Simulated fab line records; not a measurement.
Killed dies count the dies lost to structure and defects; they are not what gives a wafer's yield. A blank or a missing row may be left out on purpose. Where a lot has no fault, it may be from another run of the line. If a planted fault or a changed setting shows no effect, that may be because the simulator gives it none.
fab line records + flow n5_finfet
[record]
- lots = 7
- wafers = 21
route steps=1938 shown PASSIVATION@1930
start_h: the number of hours between the record's first day and the start of the first shown wafer of the lot + wait_h: hours from the lot's prior step to this one + " unchanged from the row above + L1.1+2: one row covering several wafers at once + - no value present, or no start provided + * or withheld: withheld + < > ~ a bound
route shown NAME@n: names a module that has steps shown in the file, with the first one's number in the route + usual: mean and standard deviation over wafers with no fault + same: alike in all rows + chamber/n: place in a boat + sites: readings site by site + _std_site: standard deviation across them + _edge_site: outer sites' mean less inner sites' + radius_mm: for every site, how far away it sits from the centre of the wafer + mask NAME#n: copy n + behind: the tool/chamber that last shaped the wafer + hold: reason for holding the lot/hours on hold/outcome of the hold + device: the transistor (n, p or np) that didn't switch + end of line: the tests these same wafers got at the end of their route + a step with no rows: only its recipe + killed: dies lost to structure and defects at the first sort, not the wafer's yield + map: shows each die of a wafer: x if killed, . if not, _ if none is there
set.NAME: setting as actually run; set.NAME@STEP: the setting as run at that earlier step + model.NAME: the simulator's own value behind a step, which no gauge read
lots run with intentionally changed settings; tables by step, rows by wafer
[[steps]]
[step N5_PASSIVATION_ETCH_54]
[recipe]
- chemistry = CHF3/O2
- target = SiO2
- target_depth_a = 8800
- CHF3_flow_sccm = 50
- O2_flow_sccm = 5
- Ar_flow_sccm = 200
- time_s = 440
- mask_material = PR
- pressure_mtorr = 30
- source_w = 650
- bias_w = 170
- ion_energy_ev = 200
| lot.wafer | tool        | chamber | start_h | wait_h | set.time_s | model.PASSIVATION.feature_depth_nm | model.etch.depth_nm |
|-----------|-------------|---------|---------|--------|------------|------------------------------------|---------------------|
| L077.1    | rie_diel-06 | 0       | 350.78  | 0.1    | 440        | 877.4                              | 877.4               |
| L077.2    | "           | 3       | "       | "      | 440        | 875.2                              | 875.2               |
| L077.6    | "           | 2       | "       | "      | 407        | 828                                | 827.9               |
| L081.2    | rie_diel-06 | 2       | 356.95  | 0.1    | 440        | 905.6                              | 905.7               |
| L081.4    | "           | 0       | "       | "      | 440        | 883.4                              | 883.3               |
| L081.5    | "           | 2       | "       | "      | 487.4      | 1003                               | 1003                |
| L083.4    | rie_diel-03 | 2       | 357.76  | 0.1    | 440        | 855.2                              | 855.2               |
| L083.5    | "           | 1       | "       | "      | 440        | 888.2                              | 888.1               |
| L083.6    | "           | 2       | "       | "      | 440        | 856.6                              | 856.7               |
| L084.1    | rie_diel-03 | 3       | 387.26  | 0.1    | 440        | 878                                | 877.9               |
| L084.4    | "           | 0       | "       | "      | 440        | 902                                | 902                 |
| L084.6    | "           | 1       | "       | "      | 383.5      | 773.4                              | 773.3               |
| L088.1    | rie_diel-02 | 2       | 405.59  | 0.1    | 495        | 1001                               | 1001                |
| L088.2    | "           | 3       | "       | "      | 440        | 876.6                              | 876.7               |
| L088.5    | "           | 2       | "       | "      | 440        | 887.4                              | 887.3               |
| L090.2    | rie_diel-02 | 3       | 419.23  | 0.1    | 502.2      | 1008                               | 1008                |
| L090.3    | "           | 2       | "       | "      | 440        | 888                                | 888                 |
| L090.6    | "           | 2       | "       | "      | 502.2      | 1019                               | 1019                |
| L092.1    | rie_diel-02 | 1       | 422.98  | 0.1    | 404.7      | 809.4                              | 809.3               |
| L092.4    | "           | 0       | "       | "      | 404.7      | 809.6                              | 809.5               |
| L092.5    | "           | 1       | "       | "      | 440        | 872.6                              | 872.5               |
[step N5_PASSIVATION_STRIP_48]
[recipe]
- chemistry = O2
- power_w = 600
- temp_c = 60
- pressure_mtorr = 30
- rf_frequency_hz = 6e+07
- bias_power_w = 0
- overash_fraction = 0.5
- o2_flow_sccm = 225
[step N5_PASSIVATION_STRIP_52]
[recipe]
- chemistry = post_etch_residue_remover
- time_s = 1200
- temp_c = 72.5
[step N5_PASSIVATION_SRD_72]
[recipe]
- dry = ipa_marangoni
- time_s = 30
- temp_c = 23
- rinse_liquid = diw
[step N5_PASSIVATION_ANNEAL_56]
[recipe]
- temp_c = 400
- time_s = 1800
- ambient = FGA
- idle_temp_c = 300
- ramp_up_c_per_min = 5
- ramp_down_c_per_min = 3
[step N5_PASSIVATION_PROBE_49]
[usual]
- defect_limited_yield = 91.4/1.2
- killed_at_M0_to_M3 = 35/11
- killed_at_M4_up = 14/6
- killed_at_contacts = 12/6.7
- killed_at_front_end = 37/9.7
- killed_at_other = 3.5/2.5
- killed_dies = 102/15
- killed_open = 67/12
- killed_short = 33/7.3
- sort_bin_4_leakage = 0/0
- sort_bin_5_function = 5.1/0.81
- sort_bin_6_memory = 3.2/0.65
- sort_n_pass = 1078/15
- sort_yield_pct = 91.4/1.2
[same]
- gross_dies = 1180
- killed_at_back_side = 0
- sort_bin_8_speed[%] = 0
| lot.wafer | tool      | chamber | start_h | wait_h | set.time_s@PASSIVATION_ETCH_54 | defect_limited_yield[%] | killed_at_M0_to_M3 | killed_at_M4_up | killed_at_contacts | killed_at_front_end | killed_at_other | killed_dies | killed_open | killed_short | sort_bin_4_leakage[%] | sort_bin_5_function[%] | sort_bin_6_memory[%] | sort_n_pass | sort_yield_pct[%] |
|-----------|-----------|---------|---------|--------|--------------------------------|-------------------------|--------------------|-----------------|--------------------|---------------------|-----------------|-------------|-------------|--------------|-----------------------|------------------------|----------------------|-------------|-------------------|
| L077.1    | prober-01 | -       | 353.56  | 0.0    | 440                            | 91.2                    | 27                 | 16              | 20                 | 34                  | 7               | 104         | 71          | 32           | 0                     | 5.0                    | 3.7                  | 1076        | 91.2              |
| L077.2    | prober-01 | -       | 353.61  | 0.1    | 440                            | 91.4                    | 38                 | 16              | 9                  | 36                  | 2               | 101         | 69          | 32           | 0                     | 5.1                    | 3.3                  | 1079        | 91.4              |
| L077.6    | prober-01 | -       | 353.81  | 0.3    | 407                            | 92.6                    | 11                 | 17              | 13                 | 37                  | 9               | 87          | 60          | 25           | 0                     | 5.2                    | 1.9                  | 1093        | 92.6              |
| L081.2    | prober-01 | -       | 359.78  | 0.1    | 440                            | 90.1                    | 47                 | 13              | 15                 | 38                  | 4               | 117         | 75          | 40           | 0                     | 6.2                    | 3.1                  | 1063        | 90.1              |
| L081.4    | prober-01 | -       | 359.88  | 0.2    | 440                            | 91.2                    | 49                 | 8               | 7                  | 39                  | 1               | 104         | 72          | 31           | 0                     | 4.7                    | 3.6                  | 1076        | 91.2              |
| L081.5    | prober-01 | -       | 359.93  | 0.2    | 487.4                          | 93.5                    | 23                 | 10              | 2                  | 35                  | 7               | 77          | 49          | 28           | 0                     | 3.9                    | 2.5                  | 1103        | 93.5              |
| L083.4    | prober-02 | -       | 360.69  | 0.2    | 440                            | 93.1                    | 34                 | 10              | 18                 | 19                  | 1               | 82          | 53          | 29           | 0                     | 3.6                    | 2.8                  | 1098        | 93.1              |
| L083.5    | prober-02 | -       | 360.74  | 0.2    | 440                            | 93.2                    | 22                 | 14              | 14                 | 29                  | 1               | 80          | 51          | 28           | 0                     | 3.9                    | 2.6                  | 1100        | 93.2              |
| L083.6    | prober-02 | -       | 360.79  | 0.3    | 440                            | 90.2                    | 36                 | 13              | 26                 | 37                  | 4               | 116         | 78          | 34           | 0                     | 6.3                    | 3.0                  | 1064        | 90.2              |
| L084.1    | prober-02 | -       | 390.19  | 0.0    | 440                            | 89.5                    | 45                 | 12              | 10                 | 50                  | 7               | 124         | 64          | 47           | 0                     | 6.0                    | 3.2                  | 1056        | 89.5              |
| L084.4    | prober-02 | -       | 390.34  | 0.2    | 440                            | 91.4                    | 39                 | 14              | 5                  | 39                  | 5               | 102         | 58          | 43           | 0                     | 4.8                    | 3.5                  | 1078        | 91.4              |
| L084.6    | prober-02 | -       | 390.44  | 0.3    | 383.5                          | 81.9                    | 29                 | 18              | 9                  | 43                  | 115             | 214         | 67          | 35           | 0                     | 14.4                   | 3.4                  | 966         | 81.9              |
| L088.1    | prober-02 | -       | 408.37  | 0.0    | 495                            | 91.3                    | 38                 | 14              | 23                 | 28                  | 0               | 103         | 73          | 25           | 0.25                  | 5.8                    | 2.5                  | 1077        | 91.3              |
| L088.2    | prober-02 | -       | 408.42  | 0.1    | 440                            | 90.6                    | 33                 | 18              | 13                 | 46                  | 1               | 111         | 82          | 26           | 0.25                  | 5.5                    | 3.6                  | 1069        | 90.6              |
| L088.5    | prober-02 | -       | 408.57  | 0.2    | 440                            | 92.5                    | 27                 | 15              | 10                 | 36                  | 1               | 89          | 58          | 31           | 0                     | 3.8                    | 3.1                  | 1091        | 92.5              |
| L090.2    | prober-01 | -       | 422.06  | 0.1    | 502.2                          | 89.1                    | 52                 | 17              | 19                 | 30                  | 11              | 129         | 91          | 37           | 0                     | 7.1                    | 3.5                  | 1051        | 89.1              |
| L090.3    | prober-01 | -       | 422.11  | 0.1    | 440                            | 91.2                    | 42                 | 15              | 9                  | 34                  | 4               | 104         | 63          | 37           | 0                     | 5.5                    | 2.9                  | 1076        | 91.2              |
| L090.6    | prober-01 | -       | 422.26  | 0.3    | 502.2                          | 93.1                    | 25                 | 19              | 4                  | 30                  | 3               | 81          | 50          | 29           | 0                     | 4.2                    | 2.6                  | 1099        | 93.1              |
| L092.1    | prober-02 | -       | 425.76  | 0.0    | 404.7                          | 89.2                    | 41                 | 16              | 19                 | 47                  | 4               | 127         | 62          | 56           | 0.59                  | 5.7                    | 4.1                  | 1053        | 89.2              |
| L092.4    | prober-02 | -       | 425.91  | 0.2    | 404.7                          | 90.9                    | 28                 | 18              | 27                 | 30                  | 4               | 107         | 70          | 36           | 0                     | 5.2                    | 3.4                  | 1073        | 90.9              |
| L092.5    | prober-02 | -       | 425.96  | 0.2    | 440                            | 93.3                    | 35                 | 9               | 7                  | 21                  | 7               | 79          | 56          | 22           | 0                     | 4.2                    | 2.2                  | 1101        | 93.3              |
// killed by level:class
L077.1 MOL_CONTACT_COAG:geometric_particle:open=15 FIN_SAQP:geometric_particle:open=14 BEOL_M2:geometric_particle:open=13 BEOL_M4:geometric_particle:open=6 GATE_CUT:geometric_particle:open=5 MOL_CONTACT_COAG:geometric_particle:short=5 BEOL_M2:geometric_particle:short=5 STI_FIN_REVEAL:geometric_particle:open=4
L077.2 BEOL_M2:geometric_particle:open=13 BEOL_M0_SAQP:geometric_particle:open=11 STI_FIN_REVEAL:geometric_particle:open=10 MOL_CONTACT_COAG:geometric_particle:open=7 BEOL_M0_SAQP:geometric_particle:short=5 FIN_SAQP:geometric_particle:short=4 FIN_SAQP:geometric_particle:open=4 STI_FIN_REVEAL:geometric_particle:short=4
L077.6 MOL_CONTACT_COAG:geometric_particle:open=12 FIN_SAQP:geometric_particle:open=6 STI_FIN_REVEAL:geometric_particle:open=5 ILD0:geometric_particle:open=4 GATE_CUT:geometric_particle:open=4 GATE_CUT:geometric_particle:short=4 BEOL_M6:geometric_particle:open=4 FIN_CUT:geometric_particle:open=3
L081.2 MOL_CONTACT_COAG:geometric_particle:open=14 FIN_SAQP:geometric_particle:open=11 BEOL_M0_SAQP:geometric_particle:short=11 BEOL_M0_SAQP:geometric_particle:open=10 FIN_SAQP:geometric_particle:short=8 BEOL_M1:geometric_particle:short=7 BEOL_M4:geometric_particle:open=7 BEOL_M1:geometric_particle:open=6
L081.4 BEOL_M1:geometric_particle:open=13 FIN_SAQP:geometric_particle:open=9 BEOL_M1:geometric_particle:short=8 FIN_SAQP:geometric_particle:short=7 MOL_CONTACT_COAG:geometric_particle:open=7 BEOL_M0_SAQP:geometric_particle:open=6 GATE_CUT:geometric_particle:open=6 BEOL_M2:geometric_particle:open=6
L081.5 FIN_SAQP:geometric_particle:open=11 GATE_CUT:geometric_particle:short=9 BEOL_M2:geometric_particle:open=6 BEOL_M0_SAQP:geometric_particle:open=5 STI_FIN_REVEAL:geometric_particle:open=3 DUMMY_GATE:geometric_particle:open=3 BEOL_M1:geometric_particle:open=3 BEOL_M4:geometric_particle:open=3
L083.4 MOL_CONTACT_COAG:geometric_particle:open=14 BEOL_M2:geometric_particle:open=7 BEOL_M3:geometric_particle:open=7 BEOL_M2:geometric_particle:short=6 BEOL_M0_SAQP:geometric_particle:open=5 MOL_CONTACT_COAG:geometric_particle:short=4 BEOL_M4:geometric_particle:open=4 STARTING-WAFER:geometric_particle:open=4
L083.5 MOL_CONTACT_COAG:geometric_particle:open=13 FIN_SAQP:geometric_particle:short=8 BEOL_M4:geometric_particle:open=8 BEOL_M2:geometric_particle:open=5 FIN_SAQP:geometric_particle:open=4 BEOL_M0:geometric_particle:short=4 STARTING-WAFER:geometric_particle:short=4 BEOL_M0_SAQP:geometric_particle:short=3
L083.6 MOL_CONTACT_COAG:geometric_particle:open=17 STI_FIN_REVEAL:geometric_particle:open=9 BEOL_M2:geometric_particle:open=9 BEOL_M3:geometric_particle:open=8 MOL_CONTACT_COAG:geometric_particle:short=7 DUMMY_GATE:geometric_particle:open=6 BEOL_M4:geometric_particle:open=6 BEOL_M0_SAQP:geometric_particle:short=5
L084.1 STI_FIN_REVEAL:geometric_particle:open=13 BEOL_M0_SAQP:geometric_particle:short=10 HKMG_FIN:area_etch=10 BEOL_M4:geometric_particle:open=9 BEOL_M0_SAQP:geometric_particle:open=8 BEOL_M3:geometric_particle:open=8 BEOL_M3:geometric_particle:short=7 FIN_SAQP:geometric_particle:short=5
L084.4 BEOL_M0_SAQP:geometric_particle:short=12 BEOL_M3:geometric_particle:open=10 GATE_CUT:geometric_particle:open=7 BEOL_M0_SAQP:geometric_particle:open=7 FIN_SAQP:geometric_particle:short=6 FIN_SAQP:geometric_particle:open=4 STI_FIN_REVEAL:geometric_particle:open=4 GATE_CUT:geometric_particle:short=4
L084.6 PASSIVATION:area_etch=112 STI_FIN_REVEAL:geometric_particle:open=11 FIN_SAQP:geometric_particle:short=10 BEOL_M3:geometric_particle:open=9 GATE_CUT:geometric_particle:short=7 MOL_CONTACT_COAG:geometric_particle:open=7 BEOL_M4:geometric_particle:open=7 BEOL_M7:geometric_particle:open=5
L088.1 MOL_CONTACT_COAG:geometric_particle:open=19 FIN_SAQP:geometric_particle:open=11 BEOL_M2:geometric_particle:open=9 BEOL_M0_SAQP:geometric_particle:short=8 BEOL_M1:geometric_particle:open=5 BEOL_M3:geometric_particle:open=5 MOL_CONTACT_COAG:geometric_particle:short=4 BEOL_M0_SAQP:geometric_particle:open=4
L088.2 FIN_SAQP:geometric_particle:open=27 BEOL_M1:geometric_particle:open=18 MOL_CONTACT_COAG:geometric_particle:open=10 FIN_SAQP:geometric_particle:short=9 BEOL_M3:geometric_particle:open=6 BEOL_M2:geometric_particle:open=4 BEOL_M4:geometric_particle:open=4 BEOL_M8:geometric_particle:short=4
L088.5 FIN_SAQP:geometric_particle:open=9 BEOL_M0_SAQP:geometric_particle:short=8 BEOL_M4:geometric_particle:open=8 MOL_CONTACT_COAG:geometric_particle:open=7 BEOL_M1:geometric_particle:open=7 GATE_CUT:geometric_particle:short=5 BEOL_M3:geometric_particle:open=5 STARTING-WAFER:geometric_particle:short=5
L090.2 MOL_CONTACT_COAG:geometric_particle:open=15 BEOL_M0_SAQP:geometric_particle:short=13 BEOL_M2:geometric_particle:open=13 BEOL_M0_SAQP:geometric_particle:open=12 BEOL_M4:geometric_particle:open=10 STI_FIN_REVEAL:geometric_particle:open=8 DUMMY_GATE:geometric_particle:open=7 FIN_SAQP:geometric_particle:open=5
L090.3 BEOL_M0_SAQP:geometric_particle:short=15 BEOL_M0_SAQP:geometric_particle:open=13 STI_FIN_REVEAL:geometric_particle:open=11 BEOL_M1:geometric_particle:open=7 FIN_SAQP:geometric_particle:short=6 MOL_CONTACT_COAG:geometric_particle:open=6 BEOL_M5:geometric_particle:open=5 DUMMY_GATE:geometric_particle:open=3
L090.6 BEOL_M0_SAQP:geometric_particle:short=8 FIN_SAQP:geometric_particle:open=7 STI_FIN_REVEAL:geometric_particle:open=6 BEOL_M0_SAQP:geometric_particle:open=6 BEOL_M4:geometric_particle:open=6 FIN_SAQP:geometric_particle:short=5 BEOL_M3:geometric_particle:open=3 DUMMY_GATE:geometric_particle:open=3
L092.1 MOL_CONTACT_COAG:geometric_particle:open=16 BEOL_M0_SAQP:geometric_particle:short=16 BEOL_M0_SAQP:geometric_particle:open=14 FIN_SAQP:geometric_particle:short=10 STARTING-WAFER:geometric_particle:short=7 M5:area_ald=7 GATE_CUT:geometric_particle:short=5 BEOL_M4:geometric_particle:open=5
L092.4 MOL_CONTACT_COAG:geometric_particle:open=22 BEOL_M0_SAQP:geometric_particle:short=14 BEOL_M4:geometric_particle:open=11 BEOL_M0_SAQP:geometric_particle:open=8 FIN_SAQP:geometric_particle:open=7 FIN_SAQP:geometric_particle:short=7 DUMMY_GATE:geometric_particle:open=6 MOL_CONTACT_COAG:geometric_particle:short=5
L092.5 BEOL_M3:geometric_particle:open=9 MOL_CONTACT_COAG:geometric_particle:open=6 BEOL_M2:geometric_particle:open=6 BEOL_M0_SAQP:geometric_particle:open=5 BEOL_M1:geometric_particle:open=4 BEOL_M4:geometric_particle:open=4 FIN_SAQP:geometric_particle:open=3 GATE_CUT:geometric_particle:open=3
[[key]]
[split]
- step = N5_PASSIVATION_ETCH_54
- setting = time_s
- stated = 440
- by = wafer
[response]
- step = N5_PASSIVATION_ETCH_54
- reading = model.PASSIVATION.feature_depth_nm
- change = +8.97
- per = 1%
- r = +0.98
[response]
- step = N5_PASSIVATION_ETCH_54
- reading = model.etch.depth_nm
- change = +8.97
- per = 1%
- r = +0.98
[response]
- step = N5_PASSIVATION_PROBE_49
- reading = killed_at_other
- shape = bent
- at_lowest = 115
- at_stated = 3.5
- at_highest = 7
